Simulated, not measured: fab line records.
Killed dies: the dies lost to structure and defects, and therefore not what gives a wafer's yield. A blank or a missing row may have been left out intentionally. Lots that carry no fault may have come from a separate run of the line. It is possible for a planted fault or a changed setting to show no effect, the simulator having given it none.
Code-filled problem report in 8D (eight disciplines) form || flow nand harc || the parts of the form that need people (team, actions taken, sign-off) are left out

## 1. WHAT IS WRONG
At NHARC_A_ONON_D1_THK_MEAS_21, thk nm averages 681 nm over 3 wafers from 3 lots, while fault-free wafers read 1000 nm, standard deviation 12. That is -27 standard deviations from the usual mean.
The step: measures by ellipsometry.
First observed at day 15 08:09: wafer L978.3, on film metro-01. At this step, 43 wafers from 15 lots have a number in the record. Rule for "out", or "out of limits": more than 4 standard deviations from the usual mean. All remaining wafers that have a number are taken as sound.

## 2. WHAT THIS IS AND IS NOT
{"question": "which readings at this step", "is": "thk nm", "is not": "-"}
{"question": "which lots", "is": "L978, L979, L980", "is not": "L961, L962, L963, L966, L967, L968, L969, L970, L975, L982, L983, L984"}
{"question": "which wafers of those lots", "is": "L978.3, L979.3, L980.2", "is not": "L978.4, L978.5, L979.4, L980.1"}
{"question": "read on which gauges", "is": "film metro-01, film metro-02", "is not": "-"}
{"question": "when", "is": "from day 15 08:09", "is not": "up to then (29 sound wafers); but 11 sound wafers of L979, L980, L982, L983, L984 came after"}

## 3. THE SUSPECTS, EACH WITH WHAT RULES IT OUT
Counting: any tool at a process step up to the reading remains a suspect provided it ran every lot that is out. Sound lots after the first of them don't rule it out here, since some wafers of a struck lot are sound.
- the gauge at NHARC_A_ONON_D1_THK_MEAS_21: ruled out. 2 gauges (film metro-01, film metro-02) read the wafers that are out.
- pecvd onon-02 at NHARC_A_ONON_D1_DEP_19 (target thk 1000 nm): kept. Ran every lot that is out, first one L978 (day 15 07:46); last sound lot up to then L970 (day 12 03:38).
Remaining after the count: pecvd onon-02 at NHARC_A_ONON_D1_DEP_19.

## 4. THE CAUSE (what the simulator had put in)
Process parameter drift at NHARC_A_ONON_D1_DEP_19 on pecvd onon-02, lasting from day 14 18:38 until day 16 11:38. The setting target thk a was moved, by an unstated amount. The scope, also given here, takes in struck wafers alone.
After counting, this tool was the only one left.

## 5. THE CHAIN OF EFFECTS, in route order
Each row: a reading whose mean over the struck wafers that have a number lies more than 3 standard deviations from the usual. Readings are gone through only where the record gives a usual standard deviation; hours: the median, over the lots, of the time from a lot's start at the first step in this table giving one to that lot's start at this step; sigmas: the change measured in usual standard deviations.
{"hours": 0, "step": "NHARC_A_ONON_D1_THK_MEAS_21", "reading": "thk nm", "usual": "1000 nm", "on struck wafers": 681, "change": -319, "sigmas": -27}
{"hours": 382, "step": "NHARC_END_SORT_01", "reading": "killed at array", "usual": 53, "on struck wafers": 674, "change": "+621", "sigmas": "+31"}
{"hours": 382, "step": "NHARC_END_SORT_01", "reading": "killed dies", "usual": 58, "on struck wafers": 677, "change": "+619", "sigmas": "+31"}

## 6. WHAT WOULD HAVE CAUGHT IT SOONER
14 hours passed between the start of the fault at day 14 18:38 and the first reading out of limits at a measuring or inspecting step in this record, taken at day 15 08:09.
Among the 3 lots that are out, L979, L980 began NHARC_A_ONON_D1_DEP_19 on pecvd onon-02 after day 15 08:09. A hold on the tool at that time would have spared those 2.
